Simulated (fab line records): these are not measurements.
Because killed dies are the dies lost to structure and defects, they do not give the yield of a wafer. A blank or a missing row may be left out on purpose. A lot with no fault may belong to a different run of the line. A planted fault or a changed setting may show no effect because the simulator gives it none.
One fault seen from 2 desks	flow nand_harc	each desk holds nothing but its own numbers, with what lay behind them at the end

## AT THE TOOL OWNER'S DESK: rie_diel-10
The tool's own readings at NHARC_A_STAIRCASE_TRIM_231 (chemistry O2, time 211.2 s): means of the sampled wafers that have a number, for each lot that ran on this tool. Marked OUT: a lot whose mean sits more than 4 standard deviations from the usual mean, which makes it out of limits; the brackets give that distance.
Columns: A = drypump_motor_current_A at NHARC_A_STAIRCASE_TRIM_231, usual 5.6 A; B = oes_product_au at NHARC_A_STAIRCASE_TRIM_231, usual 1.003 a.u.; C = rf_vpp_V at NHARC_A_STAIRCASE_TRIM_231, usual 57.8 V; D = showerhead_plenum_p_Torr at NHARC_A_STAIRCASE_TRIM_231, usual 3.54 Torr; E = throttle_valve_pct at NHARC_A_STAIRCASE_TRIM_231, usual 17.037 %
lot	first seen here	A	B	C	D	E
L601	day 10 15:24	5.5	1.000	57.3	3.58	17.044
L604	day 11 13:44	5.5	1.007	57.4	3.57	17.038
L606	day 12 08:13	5.3	1.003	57.6	3.50	17.039
L610	day 13 10:14	5.5	1.003	58.5	3.57	17.038
L611	day 13 22:02	5.6	1.000	58.1	3.71	17.039
This desk's verdict: no lot among the 5 shows anything out of limits.

## FROM THE METROLOGY DESK
What the gauges read, lot by lot, whatever tool the lot ran on: means of the sampled wafers that have a number. Marked OUT: a lot whose mean sits more than 4 standard deviations from the usual mean, which makes it out of limits; the brackets give that distance.
Columns: A = cd_nm at NHARC_THIN_TSV_CD_MEAS_12, usual 999.8 nm
lot	first seen here	A
L601	day 18 18:49	1000.0
L604	day 18 22:31	1000.2
L606	day 20 06:14	999.9
L610	day 21 00:43	999.2
L611	day 21 06:11	997.0
L615	day 21 21:28	999.4
L612	day 21 23:53	1001.7
L613	day 22 10:22	998.5
L620	day 23 08:27	1000.6
L618	day 23 12:34	997.3
L619	day 23 13:45	998.0
L622	day 23 22:06	1001.6
L624	day 23 23:18	999.7
L623	day 24 17:51	1001.8
This desk's verdict: no lot among the 14 shows anything out of limits.

## TAKEN TOGETHER
The desk of the tool owner found nothing out of limits.
At the metrology desk, nothing out of limits was observed.

## WHAT THE SIMULATOR HAD INSERTED
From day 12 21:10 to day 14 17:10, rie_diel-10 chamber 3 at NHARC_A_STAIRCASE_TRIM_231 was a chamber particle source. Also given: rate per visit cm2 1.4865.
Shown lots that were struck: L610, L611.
